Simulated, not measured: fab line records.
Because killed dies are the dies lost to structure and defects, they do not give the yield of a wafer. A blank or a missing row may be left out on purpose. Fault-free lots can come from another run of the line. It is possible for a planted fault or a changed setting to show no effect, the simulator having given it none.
Problem report, 8D (eight disciplines) form, completed by code || flow n5_finfet || the parts of the form that need people (team, actions taken, sign-off) are left out

1. WHAT IS WRONG
Wafers without a fault read 995 W, standard deviation 3.4; rf_fwd_power_W at N5_MIM_BOT_ETCH_ETCH_00 reads a mean of 1237 W on 9 wafers belonging to 3 lots. That is +71 standard deviations from the usual mean.
The step: etches TiN in Cl2/BCl3, target depth 45.5 nm.
Seen first at day 15 01:25 on rie_metal-02, wafer L144.1. The record has a number at this step for 21 wafers belonging to 7 lots. By rule, "out" or "out of limits" means more than 4 standard deviations away from the usual mean. The rest of the wafers with a number are treated as sound.

2. WHAT IT IS AND WHAT IT IS NOT
{"question": "which readings at this step", "is": "rf_fwd_power_W", "is not": "drypump_motor_current_A, oes_product_au"}
{"question": "which lots", "is": "L144, L147, L148", "is not": "L133, L140, L153, L154"}
{"question": "which wafers of those lots", "is": "all that have a number", "is not": "-"}
{"question": "read on which tools", "is": "rie_metal-02", "is not": "rie_metal-01, rie_metal-03"}
{"question": "when", "is": "from day 15 01:25", "is not": "up to then (6 sound wafers); but 6 sound wafers of L153, L154 came after"}

3. WHAT RULES OUT EACH SUSPECT
Counting: any tool at a process step up to the reading is kept as a suspect provided that every lot that is out went through it and no sound lot did after the first of them.
- rie_metal-02 at N5_MIM_BOT_ETCH_ETCH_03 (etches the open film in Cl2/BCl3, target depth 12 nm): kept. It processed each lot that is out, first L144 at day 15 01:19, and no sound lot thereafter; up to then, the last sound lot it processed was L133 at day 12 07:23.
- rie_metal-02 at N5_MIM_BOT_ETCH_ETCH_00 (etches TiN in Cl2/BCl3, target depth 45.5 nm): kept. It processed each lot that is out, first L144 at day 15 01:25, and no sound lot thereafter; up to then, the last sound lot it processed was L133 at day 12 07:28. On those wafers its own readings are out: rf_fwd_power_W.
Left after counting: rie_metal-02 at N5_MIM_BOT_ETCH_ETCH_03, rie_metal-02 at N5_MIM_BOT_ETCH_ETCH_00.

4. THE CAUSE (what the simulator had put in)
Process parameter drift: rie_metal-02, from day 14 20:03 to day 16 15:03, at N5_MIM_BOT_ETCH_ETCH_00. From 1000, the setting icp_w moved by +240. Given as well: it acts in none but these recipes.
Counting leaves 2 suspects; this tool is one of them.

5. THE CHAIN OF EFFECTS, in route order
Rows list readings where the struck wafers' mean (over those with a number) sits beyond 3 standard deviations from the usual. Only readings for which the record gives a usual standard deviation are gone through. hours: the time from each lot's start at the first step in this table that gives one to its start at this step, as a median over the lots. sigmas: the change in usual standard deviations.
{"hours": 0, "step": "N5_MIM_BOT_ETCH_ETCH_00", "reading": "oes_ar_750_au", "usual": "0.78 a.u.", "on struck wafers": 1.01, "change": "+0.23", "sigmas": "+3.2"}
{"hours": 0, "step": "N5_MIM_BOT_ETCH_ETCH_00", "reading": "rf_fwd_power_W", "usual": "995 W", "on struck wafers": 1237, "change": "+242", "sigmas": "+71"}
The process steps in it:
- N5_MIM_BOT_ETCH_ETCH_00: etches TiN in Cl2/BCl3, target depth 45.5 nm.

6. HOW IT WOULD HAVE BEEN CAUGHT EARLIER
First out-of-limits reading in this record: day 15 01:25, which is 5 hours after fault onset at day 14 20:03.
